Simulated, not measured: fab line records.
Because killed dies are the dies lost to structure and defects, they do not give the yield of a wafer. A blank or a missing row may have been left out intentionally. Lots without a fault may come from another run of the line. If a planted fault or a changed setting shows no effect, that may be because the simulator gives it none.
fab line records    flow n5_finfet
record lots=11  wafers=29  last_day=17
route steps=1938 shown BEOL_M6@1210
lots with no fault: from the same line, run without faults
start_h: hours from the record's first day to the start of the lot's first wafer shown    wait_h: how many hours have passed since the lot's step before this one    " same as the row above    L1.1+2: a row that stands for several wafers    - no value, or no start was given    * or withheld: withheld    < > ~ a bound
route shown NAME@n: a module of which the file shows steps, and the number in the route of the first    usual: mean/standard deviation taken from wafers without a fault    same: alike in all rows    chamber/n: place in a boat    sites: the reading at each site    _std_site: standard deviation of those values    _edge_site: inner sites' mean taken away from outer sites' mean    radius_mm: for every site, how far away it sits from the centre of the wafer    mask NAME#n: copy n    behind: the most recent tool/chamber to have shaped the wafer    hold: the reason the lot was held/the length of the hold in hours/how it ended    device: names the non-switching transistor (n, p or np)    end of line: tests run on the same wafers once the route is complete    a step given without rows: its recipe and nothing more    killed: not the wafer's yield, but the dies lost to structure and defects at the first sort    map: shows each die of a wafer: x if killed, . if not, _ if none is there
set.NAME: the run value of the setting; set.NAME@STEP: its run value at that earlier step    model.NAME: the simulator's own value behind a step, which no gauge read
steps of the route over a sample of lots; a table a step, a row a wafer
services: from which hour (start_h, from the record's first day; less than 0 if before it) a tool's chamber was out of use, for how many hours, and why
## steps
# step N5_BEOL_M6_DESCUM_16
# recipe chemistry=O2  time_s=7.9  source_power_w=50  bias_power_w=20  pressure_mtorr=20  rf_frequency_hz=2.712e+07  temp_c=40  resist=CAR-ArF  o2_flow_sccm=225
# usual drypump_motor_current_A=5.6/0.4  oes_product_au=0.81/0.077  rf_vpp_V=243.1/1.2  showerhead_plenum_p_Torr=2.10/0.065  throttle_valve_pct=20.45/0.16
lot.wafer  tool         chamber  start_h  wait_h  drypump_motor_current_A  oes_product_au  rf_hours_counter_h  rf_vpp_V  showerhead_plenum_p_Torr  throttle_valve_pct
L222.2     rie_diel-05  0        202.17   0.0     5.7                      0.79            104                 244.5     2.12                      20.13
L222.3     "            1        "        "       5.8                      0.88            44                  242.9     2.03                      20.49
L222.5     "            0        "        "       5.7                      0.79            -                   243.9     2.12                      20.14
L225.2     rie_diel-01  2        223.13   0.0     4.9                      0.89            43                  242.3     2.15                      20.36
L225.3     "            1        "        "       6.1                      0.82            97                  242.6     2.11                      20.52
L225.6     "            0        "        "       5.4                      0.85            -                   244.0     2.14                      20.46
L226.2     rie_diel-06  2        223.45   0.0     5.3                      0.84            66                  244.8     2.21                      20.28
L226.3     "            3        "        "       5.1                      0.92            10                  242.1     2.16                      20.46
L226.4     "            0        "        "       5.3                      0.73            174                 242.3     2.09                      20.65
L227.2     rie_diel-06  2        223.71   0.1     5.3                      0.84            66                  245.5     2.21                      20.29
L227.4     "            3        "        "       5.1                      0.93            10                  243.4     2.16                      20.46
L227.5     "            3        "        "       5.1                      0.92            -                   242.9     2.16                      20.45
L229.1     rie_diel-01  3        229.91   0.2     5.6                      0.67            241                 243.3     2.16                      20.72
L229.6     "            3        "        "       5.6                      0.67            -                   244.1     2.16                      20.73
L230.4     rie_diel-01  1        245.89   1.0     6.1                      0.81            105                 243.8     2.11                      20.51
L230.5     "            0        "        "       5.4                      0.82            -                   243.2     2.14                      20.46
L230.6     "            1        "        "       6.1                      0.81            -                   243.1     2.11                      20.49
L232.1     rie_diel-05  3        264.88   0.0     6.3                      0.90            18                  244.0     2.12                      20.23
L232.5     "            0        "        "       5.7                      0.77            -                   243.0     2.11                      20.17
L233.1     rie_diel-06  3        267.40   0.3     5.1                      0.91            20                  245.2     2.15                      20.47
L233.4     "            0        "        "       5.3                      0.72            192                 244.4     2.08                      20.69
L233.6     "            0        "        "       5.4                      0.73            -                   243.2     2.08                      20.70
L237.1     rie_diel-05  3        293.27   0.1     6.3                      0.89            26                  243.8     2.12                      20.25
L237.2     "            0        "        "       5.8                      0.76            135                 243.3     2.10                      20.18
L241.2     rie_diel-01  3        325.08   0.0     5.6                      0.91            13                  243.0     2.15                      20.44
L241.3     "            0        "        "       5.4                      0.79            117                 244.6     2.13                      20.52
L242.2     rie_diel-05  1        327.94   0.0     5.9                      0.84            87                  242.2     2.01                      20.54
L242.4     "            2        "        "       5.8                      0.81            98                  241.0     2.03                      20.70
L242.5     "            3        "        "       6.3                      0.85            -                   245.0     2.12                      20.26
# step N5_BEOL_M6_ETCH_72
# recipe chemistry=N2/H2  target=underlayer  target_depth_a=65  mask_material=CAR-EUV  time_s=5.2  ion_energy_ev=200  pressure_mtorr=30  source_w=840  bias_w=150  n2_flow_sccm=200  h2_flow_sccm=200  ends=cleared
# usual drypump_motor_current_A=5.6/0.45  etch_rf_on_time_s=5.12/0.09  oes_product_au=0.71/0.063  rf_vpp_V=524.6/2.1  showerhead_plenum_p_Torr=2.56/0.063  throttle_valve_pct=17.80/0.16
lot.wafer  tool         chamber  start_h  wait_h  drypump_motor_current_A  etch_rf_on_time_s  oes_product_au  rf_hours_counter_h  rf_vpp_V  showerhead_plenum_p_Torr  throttle_valve_pct
L222.2     rie_diel-06  0        205.01   0.0     5.3                      5.27               0.63            168                 523.9     2.55                      18.19
L222.3     "            3        "        "       5.1                      5.12               0.81            5                   523.7     2.59                      17.62
L222.5     "            0        "        "       5.4                      5.18               0.64            -                   527.4     2.55                      18.17
L226.2     rie_diel-01  3        225.74   0.0     5.6                      5.23               0.58            239                 525.2     2.61                      18.08
L226.3     "            2        "        "       4.9                      5.00               0.76            44                  528.1     2.59                      17.65
L226.4     "            1        "        "       6.1                      5.09               0.71            98                  525.3     2.54                      17.80
L225.2     rie_diel-01  3        226.14   0.0     5.6                      5.29               0.58            239                 524.8     2.61                      18.05
L225.3     "            2        "        "       4.9                      4.96               0.78            44                  525.9     2.59                      17.66
L225.6     "            3        "        "       5.6                      5.24               0.58            -                   525.6     2.61                      18.10
L227.2     rie_diel-05  0        226.14   0.0     5.7                      5.16               0.67            114                 526.0     2.58                      17.66
L227.4     "            3        "        "       6.2                      5.13               0.80            6                   526.8     2.62                      17.76
L227.5     "            3        "        "       6.3                      5.07               0.82            -                   523.8     2.62                      17.78
L229.1     rie_diel-05  2        231.55   0.0     5.8                      5.04               0.73            67                  522.3     2.47                      17.89
L229.6     "            3        "        "       6.3                      5.07               0.79            -                   526.2     2.62                      17.76
L230.4     rie_diel-05  3        247.21   0.0     6.3                      5.09               0.79            12                  525.7     2.62                      17.77
L230.5     "            0        "        "       5.7                      5.20               0.66            -                   522.7     2.57                      17.65
L230.6     "            3        "        "       6.3                      5.06               0.79            -                   526.6     2.62                      17.76
L232.1     rie_diel-01  1        266.39   0.0     6.1                      5.13               0.69            112                 524.1     2.54                      17.78
L232.5     "            0        "        "       5.4                      5.21               0.70            -                   524.2     2.55                      17.68
L233.1     rie_diel-05  3        272.87   0.0     6.3                      5.08               0.76            19                  526.0     2.61                      17.79
L233.4     "            0        "        "       5.7                      5.13               0.66            128                 523.0     2.57                      17.70
L233.6     "            3        "        "       6.3                      5.13               0.76            -                   524.6     2.61                      17.79
L237.1     rie_diel-01  3        297.16   0.0     5.6                      5.25               0.83            3                   525.3     2.60                      17.70
L237.2     "            0        "        "       5.4                      5.24               0.69            108                 526.0     2.54                      17.68
L241.2     rie_diel-01  0        326.34   0.0     5.4                      5.20               0.68            118                 523.7     2.54                      17.72
L241.3     "            1        "        "       6.1                      5.07               0.66            136                 525.1     2.53                      17.84
L242.2     rie_diel-06  0        331.53   0.0     5.3                      5.17               0.62            213                 522.5     2.53                      18.25
L242.4     "            1        "        "       6.1                      5.21               0.82            7                   527.5     2.70                      17.66
L242.5     "            3        "        "       5.1                      5.11               0.74            -                   525.0     2.58                      17.72
# step N5_BEOL_M6_ETCH_65
# recipe chemistry=CF4  target=SiARC  target_depth_a=156  mask_material=CAR-EUV  time_s=26  ion_energy_ev=80  pressure_mtorr=40  source_w=545  bias_w=36  Ar_flow_sccm=100  cf4_flow_sccm=100  ends=cleared
# usual drypump_motor_current_A=5.6/0.45  etch_rf_on_time_s=25.6/0.35  oes_product_au=0.71/0.062  rf_vpp_V=184.4/1  showerhead_plenum_p_Torr=2.16/0.047  throttle_valve_pct=15.53/0.19
lot.wafer  tool         chamber  start_h  wait_h  drypump_motor_current_A  etch_rf_on_time_s  oes_product_au  rf_hours_counter_h  rf_vpp_V  showerhead_plenum_p_Torr  throttle_valve_pct
L222.2     rie_diel-06  0        205.03   0.0     5.3                      25.4               0.64            168                 182.5     2.14                      15.80
L222.3     "            3        "        "       5.1                      25.5               0.82            5                   185.4     2.20                      15.46
L222.5     "            0        "        "       5.3                      25.4               0.64            -                   185.2     2.14                      15.82
L226.2     rie_diel-01  3        225.76   0.0     5.6                      26.3               0.57            239                 184.8     2.20                      15.91
L226.3     "            2        "        "       4.9                      25.1               0.78            44                  185.7     2.16                      15.27
L226.4     "            1        "        "       6.1                      25.6               0.70            98                  184.3     2.16                      15.64
L225.2     rie_diel-01  3        226.15   0.0     5.6                      26.4               0.57            239                 184.9     2.20                      15.91
L225.3     "            2        "        "       4.9                      25.3               0.77            44                  184.2     2.16                      15.26
L225.6     "            3        "        "       5.6                      26.3               0.58            -                   184.4     2.20                      15.91
L227.2     rie_diel-05  0        226.16   0.0     5.7                      25.7               0.66            114                 184.3     2.16                      15.27
L227.4     "            3        "        "       6.3                      25.3               0.81            6                   184.9     2.19                      15.38
L227.5     "            3        "        "       6.3                      25.4               0.81            -                   183.1     2.18                      15.39
L229.1     rie_diel-05  2        231.57   0.0     5.8                      25.6               0.73            67                  183.7     2.08                      15.70
L229.6     "            3        "        "       6.3                      25.3               0.80            -                   184.5     2.18                      15.38
L230.4     rie_diel-05  3        247.23   0.0     6.3                      25.2               0.79            12                  183.8     2.18                      15.40
L230.5     "            0        "        "       5.7                      25.8               0.66            -                   183.2     2.15                      15.29
L230.6     "            3        "        "       6.3                      25.3               0.79            -                   185.1     2.18                      15.41
L232.1     rie_diel-01  1        266.41   0.0     6.1                      25.7               0.69            112                 183.5     2.16                      15.68
L232.5     "            0        "        "       5.4                      25.7               0.70            -                   186.4     2.16                      15.48
L233.1     rie_diel-05  3        272.89   0.0     6.3                      25.2               0.77            19                  186.2     2.18                      15.40
L233.4     "            0        "        "       5.7                      25.9               0.65            128                 183.2     2.15                      15.31
L233.6     "            3        "        "       6.3                      25.2               0.77            -                   185.7     2.18                      15.44
L237.1     rie_diel-01  3        297.18   0.0     5.6                      26.1               0.82            3                   185.2     2.20                      15.46
L237.2     "            0        "        "       5.4                      17.9               0.86            108                 184.3     2.15                      15.51
L241.2     rie_diel-01  0        326.36   0.0     5.4                      17.8               0.86            118                 184.1     2.15                      15.54
L241.3     "            1        "        "       6.1                      25.3               0.68            136                 183.1     2.15                      15.73
L242.2     rie_diel-06  0        331.55   0.0     5.4                      25.7               0.61            213                 183.4     2.12                      15.89
L242.4     "            1        "        "       6.1                      26.0               0.82            7                   185.5     2.28                      15.33
L242.5     "            3        "        "       5.1                      25.6               0.74            -                   185.7     2.19                      15.55
# step N5_BEOL_M6_ETCH_41
# recipe chemistry=CH3F/O2  target=SiCN  target_depth_a=297  taper_deg=2  time_s=52  ion_energy_ev=120  mask_material=TiN  pressure_mtorr=30  source_w=395  bias_w=75  Ar_flow_sccm=150  CH3F_flow_sccm=30  O2_flow_sccm=20
# usual drypump_motor_current_A=5.6/0.45  oes_product_au=0.83/0.072  rf_vpp_V=297.6/1.2  showerhead_plenum_p_Torr=2.01/0.049  throttle_valve_pct=16.25/0.16
lot.wafer  tool         chamber  start_h  wait_h  drypump_motor_current_A  oes_product_au  rf_hours_counter_h  rf_vpp_V  showerhead_plenum_p_Torr  throttle_valve_pct
L222.2     rie_diel-06  0        -        -       5.3                      0.74            168                 298.7     1.99                      16.48
L222.3     "            3        "        "       5.1                      0.94            5                   297.5     2.06                      16.18
L222.5     "            0        "        "       5.3                      0.74            -                   297.0     1.99                      16.48
L226.2     rie_diel-01  3        -        -       5.6                      0.68            239                 298.6     2.06                      16.61
L226.3     "            2        "        "       4.9                      0.90            44                  297.3     2.04                      16.08
L226.4     "            1        "        "       6.1                      0.83            98                  296.6     2.02                      16.36
L225.2     rie_diel-01  3        -        -       5.6                      0.68            239                 298.0     2.06                      16.61
L225.3     "            2        "        "       4.9                      0.90            44                  298.8     2.04                      16.08
L225.6     "            3        "        "       5.6                      0.68            -                   300.2     2.06                      16.61
L227.2     rie_diel-05  0        -        -       5.7                      0.77            114                 297.5     2.02                      16.03
L227.4     "            3        "        "       6.3                      0.94            6                   297.7     2.05                      16.14
L227.5     "            3        "        "       6.3                      0.94            -                   299.8     2.05                      16.15
L229.1     rie_diel-05  2        -        -       5.8                      0.85            67                  296.3     1.93                      16.34
L229.6     "            3        "        "       6.3                      0.93            -                   297.7     2.05                      16.14
L230.4     rie_diel-05  3        -        -       6.3                      0.92            12                  297.8     2.04                      16.14
L230.5     "            0        "        "       5.7                      0.77            -                   297.4     2.02                      16.06
L230.6     "            3        "        "       6.2                      0.91            -                   298.8     2.05                      16.16
L232.1     rie_diel-01  1        -        -       6.1                      0.81            112                 298.0     2.02                      16.38
L232.5     "            0        "        "       5.4                      0.83            -                   297.2     2.01                      16.15
L233.1     rie_diel-05  3        -        -       6.3                      0.89            19                  297.8     2.04                      16.17
L233.4     "            0        "        "       5.7                      0.76            128                 296.3     2.02                      16.08
L233.6     "            3        "        "       6.3                      0.90            -                   297.7     2.04                      16.16
L237.1     rie_diel-01  3        -        -       5.6                      0.96            3                   299.3     2.05                      16.19
L237.2     "            0        "        "       5.4                      0.80            108                 297.9     2.00                      16.16
L241.2     rie_diel-01  0        -        -       5.4                      0.79            118                 297.7     2.00                      16.20
L241.3     "            1        "        "       6.1                      0.77            136                 298.3     2.01                      16.42
L242.2     rie_diel-06  0        -        -       5.4                      0.71            213                 297.5     1.97                      16.56
L242.4     "            1        "        "       6.1                      0.95            7                   300.2     2.14                      16.03
L242.5     "            3        "        "       5.1                      0.86            -                   297.7     2.05                      16.29
## services
tool         chamber  start_h  hours  kind
rie_diel-05  3        194.37   -      clean
rie_diel-05  3        194.37   -      consumable_replace:focus_ring
rie_diel-05  3        194.37   13.7   scheduled_down
rie_diel-05  3        194.37   13.7   vent_cycle
rie_diel-06  3        225.92   16.6   repair
rie_diel-01  3        263.49   2.6    repair
rie_diel-01  3        266.36   -      clean
rie_diel-01  3        266.36   -      consumable_replace:focus_ring
rie_diel-01  3        266.36   24.7   scheduled_down
rie_diel-01  3        266.36   24.7   vent_cycle
rie_diel-06  1        287.58   -      clean
rie_diel-06  1        287.58   -      consumable_replace:focus_ring
rie_diel-06  1        287.58   -      consumable_replace:showerhead
rie_diel-06  1        287.58   19.8   scheduled_down
rie_diel-06  1        287.58   19.8   vent_cycle
rie_diel-05  -        290.15   2.6    repair
rie_diel-06  0        300.58   5.8    repair
## key
first_sign step=N5_BEOL_M6_ETCH_65  reading=etch_rf_on_time_s  direction=down  sigmas=22  usual=*  struck=*
effect none on later readings
met_at N5_BEOL_M6_ETCH_65
struck_lots L237,L241
struck_wafers L237.2,L241.2
not_acting_at N5_BEOL_M6_DESCUM_16,N5_BEOL_M6_ETCH_72,N5_BEOL_M6_ETCH_41
onset_between 266.41 297.18
fault kind=process_parameter_drift  tool=rie_diel-01  chamber=-  onset_h=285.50  steps=N5_BEOL_M6_ETCH_65  channel=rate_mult  offset=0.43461  shape=step  end_h=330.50  scope=struck_wafers_only
